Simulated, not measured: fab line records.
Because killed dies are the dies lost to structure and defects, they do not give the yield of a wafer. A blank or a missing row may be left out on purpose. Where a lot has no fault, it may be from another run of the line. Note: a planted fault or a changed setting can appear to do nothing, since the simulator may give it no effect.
fab line records	flow nand_harc
record: lots: 24	wafers: 72	last_day: 34
route steps=1302 shown A_STAIRCASE@818 A_SGD_CUT@902
lots that met no fault: taken from a fault-free run of the same line
start_h: hours from the record's first day to the start of the lot's first wafer shown	wait_h: time in hours since the lot's previous step	" unchanged from the row above	L1.1+2: a single row standing in for several wafers	- no value present, or no start provided	* or withheld: withheld	< > ~ a bound
route shown NAME@n: names a module that has steps shown in the file, with the first one's number in the route	usual: the fault-free wafers' mean and standard deviation	same: alike in all rows	chamber/n: place in a boat	sites: the reading at each site	_std_site: the standard deviation of these	_edge_site: mean of outer sites minus mean of inner sites	radius_mm: for every site, how far away it sits from the centre of the wafer	mask NAME#n: copy n	behind: the tool/chamber that last shaped the wafer	hold: the reason the lot was held/the length of the hold in hours/how it ended	device: transistor that didn't switch, given as n, p or np	end of line: tests run on the same wafers once the route is complete	for a step that has no rows: nothing shown but its recipe	killed: not the wafer's yield, but the dies lost to structure and defects at the first sort	map: a wafer's dies, x killed, . not, _ none there
set.NAME: the run value of the setting; set.NAME@STEP: its run value at that earlier step	model.NAME: the simulator's own value behind a step, which no gauge read
the route's steps for a sample of lots (tables are steps, rows are wafers)
services: from which hour (start_h, from the record's first day; less than 0 if before it) a tool's chamber was out of use, for how many hours, and why
== steps ==
step: NHARC_A_STAIRCASE_HM_DEP_462
recipe: target_thk_a: 8000	temp_c: 400	material: aC
usual: susceptor_temp_C: 399.97/0.19	throttle_valve_pct: 34.999/0.0098
lot.wafer	tool	chamber	start_h	wait_h	susceptor_temp_C	throttle_valve_pct
L074.2	acl_dep-02	0	385.89	2.8	399.73	35.011
L074.4	"	0	"	"	400.03	34.983
L074.5	"	0	"	"	400.26	34.984
L075.2	acl_dep-03	0	385.95	0.9	399.99	35.014
L075.3	"	0	"	"	399.49	35.001
L075.6	"	0	"	"	400.15	35.009
L076.1	acl_dep-02	0	404.27	1.0	400.15	35.009
L076.2	"	0	"	"	400.07	35.006
L076.3	"	0	"	"	399.90	34.998
L078.2	acl_dep-03	0	410.66	0.4	-	34.999
L078.4	"	0	"	"	-	34.996
L078.6	"	0	"	"	-	35.014
L077.1	acl_dep-01	0	417.17	0.1	-	35.003
L077.4	"	0	"	"	-	35.006
L077.5	"	0	"	"	-	35.004
L079.1	acl_dep-01	0	433.89	1.4	-	35.014
L079.2	"	0	"	"	-	34.990
L079.4	"	0	"	"	-	35.006
L080.1	acl_dep-01	0	444.02	7.1	-	35.001
L080.2	"	0	"	"	-	35.004
L080.6	"	0	445.54	8.6	-	34.991
L081.1	acl_dep-02	0	457.44	2.4	-	35.012
L081.3	"	0	"	"	-	35.005
L081.4	"	0	"	"	-	34.990
L082.4	acl_dep-01	0	461.75	3.7	399.98	34.998
L082.5	"	0	"	"	399.85	34.977
L082.6	"	0	"	"	399.89	34.979
L083.3	acl_dep-01	0	469.91	0.7	-	35.021
L083.5	"	0	"	"	-	35.000
L083.6	"	0	"	"	-	35.010
L085.3	acl_dep-02	0	487.86	1.7	399.65	34.980
L085.4	"	0	"	"	399.50	34.998
L085.5	"	0	"	"	399.86	34.990
L084.2	acl_dep-01	0	487.99	0.5	-	35.005
L084.5	"	0	"	"	-	35.004
L084.6	"	0	"	"	-	35.005
L086.1	acl_dep-03	0	509.45	0.7	-	35.005
L086.3	"	0	"	"	-	34.997
L086.6	"	0	"	"	-	34.995
L087.1	acl_dep-01	0	532.17	1.4	400.31	34.989
L087.3	"	0	"	"	400.24	34.992
L087.5	"	0	"	"	399.91	34.995
L089.2	acl_dep-01	0	534.34	2.3	399.93	35.001
L089.3	"	0	"	"	400.37	34.989
L089.4	"	0	"	"	399.83	35.000
L088.1	acl_dep-01	0	535.87	1.4	399.58	34.992
L088.3	"	0	"	"	399.85	34.997
L088.4	"	0	"	"	399.73	34.999
L090.1	acl_dep-01	0	547.25	0.1	-	34.999
L090.2	"	0	"	"	-	35.002
L090.6	"	0	548.76	1.6	-	35.014
L091.2	acl_dep-02	0	556.16	2.9	-	35.005
L091.4	"	0	"	"	-	34.987
L091.5	"	0	"	"	-	34.996
L092.1	acl_dep-03	0	567.63	1.3	400.03	34.981
L092.2	"	0	"	"	399.99	34.999
L092.4	"	0	"	"	399.73	34.984
L093.3	acl_dep-02	0	571.51	0.7	400.10	35.010
L093.4	"	0	"	"	400.29	35.000
L093.5	"	0	"	"	400.01	35.019
L094.1	acl_dep-01	0	574.73	0.1	400.06	35.001
L094.3	"	0	"	"	399.98	35.012
L094.4	"	0	"	"	399.94	34.986
L096.1	acl_dep-03	0	597.15	0.5	399.99	35.009
L096.2	"	0	"	"	399.99	34.999
L096.5	"	0	"	"	399.95	34.996
L095.4	acl_dep-02	0	602.36	1.0	-	35.010
L095.5	"	0	"	"	-	35.010
L095.6	"	0	"	"	-	34.993
L097.2	acl_dep-03	0	622.44	3.3	-	34.992
L097.4	"	0	"	"	-	35.013
L097.6	"	0	"	"	-	34.998
step: NHARC_A_STAIRCASE_DESCUM_443
recipe: time_s: 3	o2_flow_sccm: 200	ar_flow_sccm: 0	bias_power_w: 0	chemistry: O2
usual: drypump_motor_current_A: 5.8/0.44	oes_product_au: 1.004/0.013	rf_vpp_V: 58.0/0.85	showerhead_plenum_p_Torr: 1.92/0.091	throttle_valve_pct: 11.310/0.0091
lot.wafer	tool	chamber	start_h	wait_h	drypump_motor_current_A	oes_product_au	rf_hours_counter_h	rf_vpp_V	showerhead_plenum_p_Torr	throttle_valve_pct
L075.2	rie_diel-12	2	439.44	-	5.6	1.004	52	57.9	1.95	11.311
L075.3	"	3	"	"	5.1	1.014	44	58.0	1.81	11.314
L075.6	"	2	"	"	5.6	1.009	-	58.1	1.95	11.312
L074.2	rie_diel-09	1	439.62	-	6.2	1.014	40	59.6	2.03	11.312
L074.4	"	3	"	"	5.8	1.022	-	57.7	1.93	11.312
L074.5	"	0	"	"	5.9	1.025	-	56.6	1.82	11.319
L076.3	rie_diel-09	3	451.56	-	5.8	1.005	43	58.1	1.93	11.309
L076.1	"	0	"	"	6.0	1.010	44	57.6	1.82	11.314
L076.2	"	1	"	"	6.2	1.020	47	58.8	2.02	11.298
L078.4	rie_diel-09	1	458.09	-	6.2	1.022	49	58.2	2.02	11.303
L078.2	"	2	"	"	6.1	0.980	44	55.7	2.04	11.300
L078.6	"	0	"	"	6.0	1.007	-	58.0	1.82	11.295
L077.4	rie_diel-12	3	458.26	-	5.1	1.017	1	57.5	1.81	11.307
L077.1	"	1	"	"	5.1	1.031	0	58.4	2.06	11.295
L077.5	"	3	"	"	5.1	1.012	-	58.0	1.81	11.305
L079.1	rie_diel-09	3	475.61	-	5.8	1.003	52	57.4	1.92	11.305
L079.2	"	1	"	"	6.2	1.013	57	59.9	2.02	11.317
L079.4	"	2	"	"	6.1	0.975	50	57.9	2.04	11.323
L080.2	rie_diel-05	1	487.48	-	5.3	0.984	25	59.2	1.82	11.325
L080.1	"	2	"	"	6.8	1.024	19	56.8	1.88	11.304
L080.6	"	0	"	"	5.4	1.017	-	57.1	1.94	11.319
L081.3	rie_diel-05	1	505.49	-	5.3	0.990	31	57.0	1.82	11.314
L081.1	"	2	"	"	6.7	1.013	23	58.5	1.88	11.318
L081.4	"	0	"	"	5.4	1.016	31	57.8	1.94	11.290
L082.4	rie_diel-12	1	505.66	-	5.1	1.024	14	57.4	2.05	11.310
L082.6	"	3	"	"	5.1	1.010	-	57.5	1.81	11.314
L082.5	"	0	"	"	6.1	1.019	-	58.2	2.02	11.317
L083.3	rie_diel-09	2	515.42	-	6.1	0.990	4	57.3	2.04	11.314
L083.6	"	1	"	"	6.2	1.003	-	58.0	2.02	11.304
L083.5	"	2	"	"	6.1	0.994	-	58.6	2.04	11.295
L084.2	rie_diel-09	0	529.11	-	6.0	1.004	10	57.2	1.81	11.322
L084.6	"	3	"	"	5.8	0.985	-	57.4	1.92	11.307
L084.5	"	0	"	"	6.0	1.006	-	58.2	1.81	11.314
L085.3	rie_diel-09	0	529.16	-	6.0	1.029	10	56.5	1.81	11.311
L085.4	"	1	"	"	6.2	1.006	11	57.1	2.01	11.316
L085.5	"	0	"	"	6.0	1.025	-	57.8	1.81	11.327
L086.1	rie_diel-05	0	552.48	-	5.4	1.001	49	59.6	1.93	11.318
L086.3	"	1	"	"	5.3	0.977	46	58.7	1.81	11.307
L086.6	"	0	"	"	5.4	0.995	-	56.0	1.93	11.319
L087.3	rie_diel-12	3	576.11	-	5.1	1.010	36	56.8	1.80	11.322
L087.1	"	0	"	"	6.1	0.998	29	59.1	2.01	11.301
L087.5	"	2	"	"	5.6	1.015	-	56.9	1.94	11.301
L088.3	rie_diel-05	3	576.28	-	5.3	1.002	51	57.9	1.82	11.307
L088.1	"	0	"	"	5.4	0.995	55	58.4	1.93	11.298
L088.4	"	2	"	"	6.8	1.011	48	58.6	1.87	11.299
L089.4	rie_diel-09	1	576.51	-	6.2	0.990	29	58.3	2.01	11.311
L089.2	"	2	"	"	6.1	0.997	28	57.0	2.03	11.308
L089.3	"	3	"	"	5.8	0.982	25	57.9	1.91	11.295
L090.2	rie_diel-09	2	588.72	-	6.1	0.991	34	59.3	2.03	11.296
L090.1	"	0	"	"	6.0	1.012	32	57.5	1.80	11.309
L090.6	"	2	"	"	6.1	0.988	-	58.0	2.03	11.311
L091.4	rie_diel-12	2	604.75	-	5.7	1.003	43	58.6	1.94	11.305
L091.2	"	3	"	"	5.1	1.009	45	58.0	1.80	11.314
L091.5	"	2	"	"	5.6	1.008	-	57.6	1.94	11.319
L092.2	rie_diel-05	1	618.60	-	5.3	1.008	8	57.2	1.81	11.304
L092.1	"	2	"	"	6.8	1.002	8	56.1	1.87	11.329
L092.4	"	3	"	"	5.2	0.996	-	58.5	1.81	11.301
L094.4	rie_diel-12	3	618.74	-	5.1	1.012	49	58.6	1.80	11.325
L094.3	"	0	"	"	6.1	1.012	41	58.2	2.01	11.300
L094.1	"	1	"	"	5.2	1.039	46	58.2	2.04	11.299
L093.3	rie_diel-09	3	618.93	-	5.8	0.983	41	57.8	1.91	11.305
L093.4	"	0	"	"	5.9	1.019	44	58.2	1.80	11.323
L093.5	"	3	"	"	5.8	0.992	-	59.3	1.91	11.301
L096.1	rie_diel-09	2	645.64	-	6.1	1.009	54	58.1	2.02	11.306
L096.2	"	0	"	"	6.0	1.017	56	57.0	1.79	11.330
L096.5	"	2	"	"	6.1	0.992	-	58.3	2.02	11.313
L095.6	rie_diel-05	3	645.83	-	5.3	1.009	-	58.5	1.81	11.302
L095.4	"	0	"	"	5.4	0.996	-	58.6	1.92	11.330
L095.5	"	1	"	"	5.2	1.012	-	58.1	1.80	11.323
L097.2	rie_diel-09	1	670.70	-	6.2	0.999	62	57.4	2.00	11.300
L097.4	"	0	"	"	6.0	1.025	-	56.0	1.79	11.309
L097.6	"	1	"	"	6.2	1.011	-	59.1	2.00	11.303
step: NHARC_A_STAIRCASE_ETCH_444
recipe: target_depth_a: 2.04e+05	time_s: 6800	c4f8_flow_sccm: 20	o2_flow_sccm: 10	ar_flow_sccm: withheld	rf_w: 600	bias_w: 1000	chemistry: C4F8/O2
usual: oes_product_au: 0.933/0.015	rf_vpp_V: 807/5.2
lot.wafer	tool	chamber	start_h	wait_h	oes_product_au	rf_hours_counter_h	rf_vpp_V
L075.3	rie_diel-12	3	440.47	1.0	0.933	45	801
L075.2	"	0	"	"	0.930	55	813
L075.6	"	1	"	"	0.938	-	815
L074.2	rie_diel-09	3	440.96	1.3	0.930	39	809
L074.4	"	0	"	"	0.946	-	802
L074.5	"	3	442.84	3.2	0.932	-	808
L076.3	rie_diel-09	3	451.93	0.4	0.934	44	807
L076.1	"	0	"	"	0.936	45	801
L076.2	"	2	"	"	0.902	43	814
L077.1	rie_diel-12	3	458.35	0.1	0.946	2	801
L077.4	"	0	"	"	0.970	2	814
L077.5	"	3	460.24	1.9	0.945	-	801
L078.4	rie_diel-09	1	458.65	0.5	0.939	50	814
L078.2	"	2	"	"	0.913	45	813
L078.6	"	1	460.55	2.4	0.946	-	813
L079.1	rie_diel-09	3	475.69	0.1	0.931	53	808
L079.4	"	0	"	"	0.939	56	802
L079.2	"	1	"	"	0.935	58	812
L080.2	rie_diel-05	0	487.56	0.1	0.936	25	810
L080.1	"	3	489.00	1.5	0.920	25	801
L080.6	"	0	"	"	0.944	-	808
L081.4	rie_diel-05	0	505.57	0.1	0.932	32	809
L081.3	"	2	"	"	0.937	24	804
L081.1	"	3	"	"	0.921	29	803
L082.4	rie_diel-12	0	506.73	1.1	0.924	15	813
L082.5	"	2	"	"	0.932	-	809
L082.6	"	3	"	"	0.936	-	801
L083.3	rie_diel-09	1	515.50	0.1	0.960	5	813
L083.5	"	1	517.40	1.9	0.953	-	814
L083.6	"	2	"	"	0.953	-	815
L084.2	rie_diel-09	0	530.71	1.6	0.953	11	802
L084.5	"	1	"	"	0.933	-	812
L084.6	"	2	"	"	0.943	-	815
L085.3	rie_diel-09	1	533.10	3.9	0.909	15	811
L085.4	"	2	"	"	0.918	16	813
L085.5	"	1	534.96	5.8	0.923	-	812
L086.3	rie_diel-05	1	552.68	0.2	0.910	47	801
L086.1	"	3	"	"	0.936	46	801
L086.6	"	1	"	"	0.922	-	803
L089.3	rie_diel-09	2	576.59	0.1	0.910	29	812
L089.4	"	3	"	"	0.910	26	807
L089.2	"	1	"	"	0.921	30	812
L088.3	rie_diel-05	1	576.85	0.6	0.900	56	801
L088.1	"	2	"	"	0.920	49	803
L088.4	"	3	"	"	0.933	52	801
L087.1	rie_diel-12	0	577.14	1.0	0.928	30	813
L087.3	"	1	"	"	0.935	35	814
L087.5	"	3	"	"	0.931	-	798
L090.2	rie_diel-09	1	589.28	0.6	0.929	36	811
L090.1	"	3	"	"	0.912	32	806
L090.6	"	1	"	"	0.925	-	811
L091.2	rie_diel-12	0	604.83	0.1	0.923	36	813
L091.4	"	3	606.23	1.5	0.935	46	800
L091.5	"	1	"	"	0.937	-	813
L092.1	rie_diel-05	3	618.69	0.1	0.956	9	802
L092.2	"	1	"	"	0.961	9	801
L092.4	"	1	621.18	2.6	0.961	-	800
L094.3	rie_diel-12	1	618.83	0.1	0.952	47	814
L094.4	"	3	"	"	0.934	50	800
L094.1	"	0	"	"	0.924	42	813
L093.3	rie_diel-09	3	619.06	0.1	0.896	42	807
L093.4	"	0	"	"	0.939	45	800
L093.5	"	3	620.97	2.0	0.907	-	807
L096.1	rie_diel-09	2	646.21	0.6	0.916	55	812
L096.2	"	3	"	"	0.905	55	807
L096.5	"	3	648.60	2.9	0.918	-	806
L095.4	rie_diel-05	3	646.45	0.6	0.929	20	801
L095.6	"	2	647.86	2.0	0.922	-	805
L095.5	"	3	"	"	0.930	-	800
L097.2	rie_diel-09	2	672.04	1.3	0.923	63	814
L097.4	"	0	"	"	0.943	-	799
L097.6	"	2	673.95	3.2	0.922	-	814
step: NHARC_A_STAIRCASE_CMP_152
usual: motor_current_A: 11.4/0.95
lot.wafer	tool	chamber	start_h	wait_h	motor_current_A
L075.3	cmp-03	3	444.82	0.1	11.2
L075.2	"	0	"	"	11.8
L075.6	"	1	"	"	11.5
L074.2	cmp-04	1	445.89	0.1	12.2
L074.4	"	2	"	"	11.2
L074.5	"	1	"	"	11.6
L076.2	cmp-01	1	457.20	0.1	11.7
L076.1	"	2	"	"	12.2
L076.3	"	0	"	"	12.9
L078.4	cmp-04	2	463.47	0.1	11.0
L078.2	"	3	"	"	12.1
L078.6	"	1	"	"	13.0
L077.4	cmp-03	2	463.61	0.1	11.4
L077.1	"	3	"	"	11.1
L077.5	"	3	"	"	10.8
L079.2	cmp-04	0	480.96	0.1	10.0
L079.4	"	1	"	"	12.7
L079.1	"	2	"	"	11.2
L080.2	cmp-01	3	492.90	0.1	10.3
L080.1	"	0	"	"	12.3
L080.6	"	3	"	"	10.9
L081.4	cmp-04	2	510.96	0.1	11.1
L081.3	"	3	"	"	11.6
L081.1	"	0	"	"	8.7
L082.4	cmp-03	0	511.37	0.1	11.7
L082.5	"	3	"	"	10.8
L082.6	"	0	"	"	12.4
L083.3	cmp-03	2	521.12	0.1	10.8
L083.6	"	2	"	"	11.7
L083.5	"	3	"	"	10.9
L084.2	cmp-01	0	534.58	0.1	12.4
L084.6	"	2	"	"	11.9
L084.5	"	3	"	"	10.6
L085.3	cmp-03	1	537.87	0.1	11.6
L085.4	"	2	"	"	11.5
L085.5	"	0	"	"	12.1
L086.3	cmp-04	2	558.26	0.1	11.6
L086.1	"	1	"	"	12.7
L086.6	"	2	"	"	11.5
L087.1	cmp-04	2	581.48	0.1	10.9
L087.3	"	3	"	"	12.1
L087.5	"	1	"	"	12.2
L088.4	cmp-01	3	582.54	0.1	10.1
L088.1	"	0	"	"	12.2
L088.3	"	1	"	"	11.5
L089.4	cmp-04	2	582.83	0.1	11.1
L089.2	"	3	"	"	11.9
L089.3	"	1	"	"	12.9
L090.1	cmp-01	0	594.16	0.1	12.1
L090.2	"	3	"	"	10.5
L090.6	"	1	"	"	11.6
L091.2	cmp-04	0	610.19	0.1	9.1
L091.4	"	1	"	"	12.4
L091.5	"	0	"	"	9.0
L094.4	cmp-04	2	624.09	0.1	11.4
L094.3	"	0	"	"	9.5
L094.1	"	1	"	"	12.6
L093.4	cmp-01	0	624.39	0.1	12.9
L093.3	"	2	"	"	12.5
L093.5	"	0	"	"	12.5
L092.4	cmp-01	1	624.86	0.1	11.6
L092.1	"	2	"	"	12.8
L092.2	"	0	"	"	12.0
L095.4	cmp-03	3	651.24	0.1	11.8
L095.6	"	3	"	"	10.6
L095.5	"	0	"	"	11.1
L096.1	cmp-04	3	651.50	0.1	11.9
L096.2	"	1	"	"	12.8
L096.5	"	3	"	"	11.5
L097.2	cmp-04	1	677.00	0.1	12.8
L097.4	"	0	"	"	9.6
L097.6	"	1	"	"	12.1
step: NHARC_A_STAIRCASE_ETCHBACK_422
recipe: target_depth_a: 400	over_etch_frac: 0.3	time_s: 74.286	ion_energy_ev: 120	ch3f_flow_sccm: 50	o2_flow_sccm: 30	ar_flow_sccm: 200	rf_w: 500	bias_w: 100	chemistry: CH3F/O2
usual: drypump_motor_current_A: 5.6/0.45	oes_product_au: 0.97/0.038	rf_vpp_V: 244.5/1.8	showerhead_plenum_p_Torr: 2.48/0.12	throttle_valve_pct: 20.662/0.0094
same: over_etch_frac: 0.3
lot.wafer	tool	chamber	start_h	wait_h	drypump_motor_current_A	oes_product_au	rf_hours_counter_h	rf_vpp_V	showerhead_plenum_p_Torr	throttle_valve_pct
L075.2	rie_diel-12	2	445.28	0.2	5.7	1.00	56	245.1	2.50	20.653
L075.3	"	3	"	"	5.1	0.97	46	241.3	2.33	20.672
L075.6	"	1	"	"	5.2	0.99	-	247.4	2.64	20.658
L074.4	rie_diel-09	1	446.37	0.2	6.2	1.01	44	246.2	2.60	20.650
L074.2	"	3	"	"	5.8	1.00	42	243.4	2.47	20.677
L074.5	"	0	"	"	6.0	1.01	-	242.7	2.34	20.657
L076.2	rie_diel-12	2	457.67	0.1	5.6	1.00	0	245.2	2.50	20.661
L076.3	"	3	"	"	5.1	1.02	0	244.3	2.33	20.660
L076.1	"	0	"	"	6.1	1.02	1	246.5	2.60	20.672
L078.2	rie_diel-09	3	463.91	0.1	5.8	1.00	50	243.7	2.47	20.672
L078.4	"	0	"	"	6.0	1.00	52	242.5	2.34	20.663
L078.6	"	2	"	"	6.1	0.97	-	247.0	2.62	20.651
L077.1	rie_diel-12	2	464.08	0.2	5.6	1.00	3	244.6	2.50	20.659
L077.4	"	3	"	"	5.1	1.01	5	242.1	2.33	20.668
L077.5	"	2	"	"	5.7	1.00	-	244.8	2.50	20.664
L079.1	rie_diel-12	3	481.43	0.2	5.1	0.94	9	242.7	2.33	20.678
L079.2	"	1	"	"	5.2	0.95	8	244.9	2.63	20.649
L079.4	"	2	"	"	5.7	0.93	-	245.2	2.50	20.660
L080.2	rie_diel-05	1	493.36	0.1	5.3	0.92	28	241.1	2.34	20.649
L080.1	"	3	"	"	5.3	0.92	26	241.9	2.35	20.667
L080.6	"	1	"	"	5.3	0.92	-	241.7	2.34	20.692
L081.1	rie_diel-12	2	511.42	0.1	5.6	1.01	17	244.0	2.50	20.676
L081.3	"	0	"	"	6.1	1.01	16	246.4	2.59	20.653
L081.4	"	1	"	"	5.2	1.01	16	247.1	2.63	20.666
L082.4	rie_diel-05	3	511.85	0.2	5.3	0.91	31	242.9	2.35	20.681
L082.6	"	0	"	"	5.4	0.93	-	243.6	2.48	20.671
L082.5	"	1	"	"	5.2	0.91	-	241.3	2.34	20.670
L083.3	rie_diel-12	1	521.59	0.2	5.2	0.93	18	246.6	2.63	20.668
L083.5	"	1	"	"	5.1	0.94	-	248.1	2.63	20.644
L083.6	"	2	"	"	5.6	0.93	-	245.9	2.50	20.668
L084.2	rie_diel-05	2	535.05	0.2	6.7	0.94	35	243.6	2.41	20.652
L084.5	"	3	"	"	5.3	0.92	-	242.9	2.34	20.672
L084.6	"	0	"	"	5.4	0.93	-	246.2	2.48	20.673
L085.3	rie_diel-12	3	538.31	0.1	5.1	0.93	25	241.6	2.32	20.652
L085.4	"	2	"	"	5.6	0.92	24	244.9	2.49	20.671
L085.5	"	0	"	"	6.0	0.92	-	245.7	2.59	20.657
L086.1	rie_diel-09	2	558.72	0.1	6.1	0.92	24	246.7	2.60	20.635
L086.3	"	0	"	"	6.0	0.93	24	240.8	2.32	20.658
L086.6	"	2	"	"	6.1	0.92	-	245.9	2.60	20.677
L087.3	rie_diel-12	3	581.93	0.1	5.1	0.94	41	242.8	2.32	20.660
L087.1	"	2	"	"	5.6	0.93	39	245.6	2.49	20.658
L087.5	"	3	"	"	5.1	0.94	-	242.6	2.32	20.655
L088.4	rie_diel-12	2	583.00	0.1	5.6	0.93	39	244.6	2.49	20.669
L088.3	"	3	"	"	5.1	0.93	41	241.0	2.32	20.661
L088.1	"	1	"	"	5.2	0.94	36	245.8	2.62	20.660
L089.2	rie_diel-12	3	583.29	0.1	5.1	0.93	41	242.9	2.32	20.663
L089.4	"	0	"	"	6.1	0.93	31	245.3	2.58	20.658
L089.3	"	2	"	"	5.7	0.93	39	244.4	2.49	20.655
L090.1	rie_diel-05	1	594.64	0.1	5.3	1.00	0	241.7	2.33	20.664
L090.2	"	3	"	"	5.2	0.99	0	242.8	2.34	20.655
L090.6	"	1	"	"	5.3	1.00	-	243.0	2.33	20.656
L091.4	rie_diel-12	1	610.67	0.2	5.2	0.99	44	245.5	2.62	20.658
L091.2	"	2	"	"	5.6	0.99	45	245.0	2.49	20.662
L091.5	"	0	"	"	6.1	0.98	-	247.1	2.58	20.653
L094.4	rie_diel-09	3	624.63	0.2	5.7	0.92	45	242.8	2.45	20.657
L094.1	"	0	"	"	6.0	0.93	49	243.2	2.31	20.640
L094.3	"	2	"	"	6.1	0.92	46	246.9	2.59	20.669
L093.4	rie_diel-09	2	624.84	0.1	6.1	0.98	46	247.3	2.59	20.651
L093.3	"	1	"	"	6.2	1.00	50	245.1	2.57	20.666
L093.5	"	3	"	"	5.8	0.97	-	243.8	2.45	20.658
L092.2	rie_diel-05	2	625.52	0.3	6.7	1.00	13	242.4	2.40	20.672
L092.1	"	3	"	"	5.2	1.00	13	242.3	2.33	20.656
L092.4	"	2	"	"	6.7	1.00	-	244.5	2.40	20.660
L095.4	rie_diel-12	0	651.74	0.2	6.1	1.00	5	246.2	2.58	20.661
L095.5	"	1	"	"	5.1	1.02	-	245.8	2.61	20.652
L095.6	"	2	"	"	5.6	1.00	-	246.3	2.48	20.657
L096.2	rie_diel-12	3	651.98	0.2	5.1	1.00	4	242.9	2.31	20.669
L096.1	"	0	"	"	6.0	1.00	5	247.2	2.58	20.667
L096.5	"	1	"	"	5.1	1.01	-	245.8	2.61	20.655
L097.2	rie_diel-12	3	677.47	0.2	5.1	1.00	10	242.0	2.31	20.674
L097.4	"	0	"	"	6.1	1.00	11	246.0	2.57	20.643
L097.6	"	3	"	"	5.1	0.99	-	242.0	2.31	20.654
step: NHARC_A_SGD_CUT_OVL_MEAS_10
usual: overlay_x_nm: 0.1/0.73	overlay_y_nm: -0.1/0.99
lot.wafer	tool	chamber	start_h	wait_h	overlay_x_nm	overlay_y_nm
L075.2	overlay-02	-	447.39	-	0.2	0.1
L075.3	"	-	"	"	0.3	1.1
L075.6	"	-	"	"	0.4	0.1
L074.2	overlay-02	-	448.36	-	0.0	-2.0
L074.4	"	-	"	"	0.3	-1.5
L074.5	"	-	"	"	0.4	-1.9
L076.1	overlay-01	-	459.79	-	-1.1	0.5
L076.2	"	-	"	"	-1.0	1.4
L076.3	"	-	"	"	-1.6	1.0
L078.2	overlay-02	-	465.96	-	1.1	-1.0
L078.4	"	-	"	"	0.8	-1.5
L078.6	"	-	"	"	1.1	-1.4
L077.1	overlay-01	-	466.24	-	0.6	-1.1
L077.4	"	-	"	"	1.2	-1.4
L077.5	"	-	"	"	0.6	-2.1
L079.1	overlay-02	-	483.56	-	0.8	0.8
L079.2	"	-	"	"	-0.2	0.8
L079.4	"	-	"	"	0.5	0.6
L080.1	overlay-01	-	495.47	-	0.3	-1.3
L080.2	"	-	"	"	0.3	-1.2
L080.6	"	-	"	"	-0.1	-0.9
L081.1	overlay-01	-	513.56	-	0.4	1.0
L081.3	"	-	"	"	-0.4	0.4
L081.4	"	-	"	"	-0.1	0.7
L082.4	overlay-01	-	514.04	-	-0.6	2.0
L082.5	"	-	"	"	-1.0	1.9
L082.6	"	-	"	"	-1.2	1.5
L083.3	overlay-01	-	523.72	-	0.8	1.3
L083.5	"	-	"	"	0.5	1.6
L083.6	"	-	"	"	0.9	1.3
L084.2	overlay-01	-	537.01	-	0.8	1.1
L084.5	"	-	"	"	0.3	1.0
L084.6	"	-	"	"	0.7	1.0
L085.3	overlay-01	-	544.23	-	-1.1	0.3
L085.4	"	-	"	"	-1.2	0.4
L085.5	"	-	"	"	-0.8	0.1
L086.1	overlay-02	-	560.72	-	-1.6	-0.4
L086.3	"	-	"	"	-1.4	0.4
L086.6	"	-	"	"	-1.6	-0.3
L087.1	overlay-02	-	583.93	-	0.5	-0.7
L087.3	"	-	"	"	0.6	-0.7
L087.5	"	-	"	"	0.4	-0.2
L088.1	overlay-02	-	585.13	-	0.7	0.1
L088.3	"	-	"	"	0.3	0.1
L088.4	"	-	"	"	0.3	-0.3
L089.2	overlay-01	-	585.46	-	-0.8	0.9
L089.3	"	-	"	"	0.6	0.3
L089.4	"	-	"	"	0.2	-0.1
L090.1	overlay-01	-	596.78	-	-0.2	0.3
L090.2	"	-	"	"	0.0	0.1
L090.6	"	-	"	"	0.2	0.3
L091.2	overlay-02	-	612.78	-	0.7	0.2
L091.4	"	-	"	"	1.6	0.1
L091.5	"	-	"	"	1.5	0.1
L094.1	overlay-02	-	627.01	-	-1.1	0.1
L094.3	"	-	"	"	-0.4	-0.1
L094.4	"	-	"	"	-0.9	0.0
L093.3	overlay-01	-	627.20	-	0.5	0.0
L093.4	"	-	"	"	0.6	0.0
L093.5	"	-	"	"	0.6	-0.5
L092.1	overlay-01	-	628.20	-	1.4	-0.3
L092.2	"	-	"	"	1.0	0.0
L092.4	"	-	"	"	0.5	-0.3
L095.4	overlay-01	-	653.74	-	0.1	0.4
L095.5	"	-	"	"	0.0	1.3
L095.6	"	-	"	"	0.2	0.7
L096.1	overlay-02	-	654.09	-	0.5	-2.1
L096.2	"	-	"	"	0.1	-1.9
L096.5	"	-	"	"	0.3	-1.7
L097.2	overlay-02	-	679.72	-	0.4	-0.9
L097.4	"	-	"	"	0.4	-1.0
L097.6	"	-	"	"	0.3	-0.7
== services ==
tool	chamber	start_h	hours	kind
cmp-04	-	368.10	2.7	repair
acl_dep-01	-	369.12	13.0	pm
rie_diel-09	3	369.41	2.4	repair
cmp-04	-	374.54	0.9	repair
cmp-04	-	405.02	4.0	pm
rie_diel-05	-	406.60	9.0	pm
rie_diel-09	2	436.62	4.4	repair
rie_diel-12	-	446.93	9.0	pm
cmp-04	-	456.52	4.7	repair
rie_diel-12	0	476.15	8.5	repair
cmp-04	-	477.67	0.7	repair
cmp-04	-	485.75	5.6	repair
rie_diel-09	-	497.12	9.0	pm
cmp-04	-	503.02	4.0	pm
rie_diel-05	1	526.54	6.4	repair
rie_diel-05	-	541.85	0.6	repair
rie_diel-09	3	542.58	2.1	repair
rie_diel-05	-	544.38	0.7	repair
rie_diel-12	-	551.43	0.1	repair
rie_diel-05	-	583.60	9.0	pm
rie_diel-05	0	598.63	27.0	repair
rie_diel-12	-	623.93	9.0	pm
rie_diel-05	2	644.10	1.8	repair
rie_diel-09	-	674.58	9.0	pm
== key ==
fault none
